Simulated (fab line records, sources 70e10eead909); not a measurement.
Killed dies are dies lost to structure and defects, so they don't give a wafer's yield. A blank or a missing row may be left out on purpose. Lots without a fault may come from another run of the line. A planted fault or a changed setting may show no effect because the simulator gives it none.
Chamber matching | flow nand_harc | NHARC_A_SGD_CUT_DEP_00 on pecvd-01: 3 sister chambers
The step deposits SiNx, target thk 50 nm. 20 wafers are shown with their chamber, then 10 later ones without.

WAFERS WITH THEIR CHAMBER
wafer  | chamber | heater_power_w (W)
L075.1 | 2       | 820
L075.5 | 2       | 841
L075.6 | 0       | 853
L079.1 | 2       | 858
L079.2 | 1       | 711
L079.6 | 1       | 725
L086.2 | 2       | 725
L086.4 | 0       | 832
L086.6 | 2       | 739
L085.1 | 2       | 798
L085.4 | 1       | 805
L085.6 | 2       | 780
L083.2 | 0       | 851
L083.3 | 1       | 801
L083.4 | 2       | 677
L088.4 | 1       | 739
L088.5 | 0       | 886
L088.6 | 2       | 684
L091.1 | 1       | 699
L091.4 | 2       | 744

SIGNATURES (means of the wafers above)
reading        | chamber 0 | chamber 1 | chamber 2 | scatter within a chamber
heater_power_w | 855.50    | 746.67    | 766.60    | 53
Rule: a wafer's distance from a chamber is the root of the sum, over the readings, of the square of ((its reading less the chamber's mean) divided by the reading's scatter). The wafer belongs to the nearest chamber; if the next one is less than 2 further off, it can't be placed. The scatter: the root of (the sum of the squares of (reading less its chamber's mean) over the shown wafers, divided by (wafers less chambers)).

WAFERS WITHOUT THEIR CHAMBER
wafer  | heater_power_w (W)
L091.5 | 727
L093.2 | 785
L093.4 | 792
L093.6 | 780
L095.1 | 803
L095.4 | 817
L095.6 | 734
L096.1 | 732
L096.5 | 739
L096.6 | 778

WHICH CHAMBER EACH WENT THROUGH
wafer  | from the rows above          | in truth
L091.5 | can't be placed: 1 or 2      | 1
L093.2 | can't be placed: 2 or 1 or 0 | 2
L093.4 | can't be placed: 2 or 1 or 0 | 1
L093.6 | can't be placed: 2 or 1 or 0 | 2
L095.1 | can't be placed: 2 or 0 or 1 | 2
L095.4 | can't be placed: 0 or 2 or 1 | 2
L095.6 | can't be placed: 1 or 2      | 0
L096.1 | can't be placed: 1 or 2      | 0
L096.5 | can't be placed: 1 or 2      | 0
L096.6 | can't be placed: 2 or 1 or 0 | 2
Placed correctly: 0 of 10. Can't be placed from these rows: 10 (the true chamber is among the candidates in 7). Placed wrongly: 0.
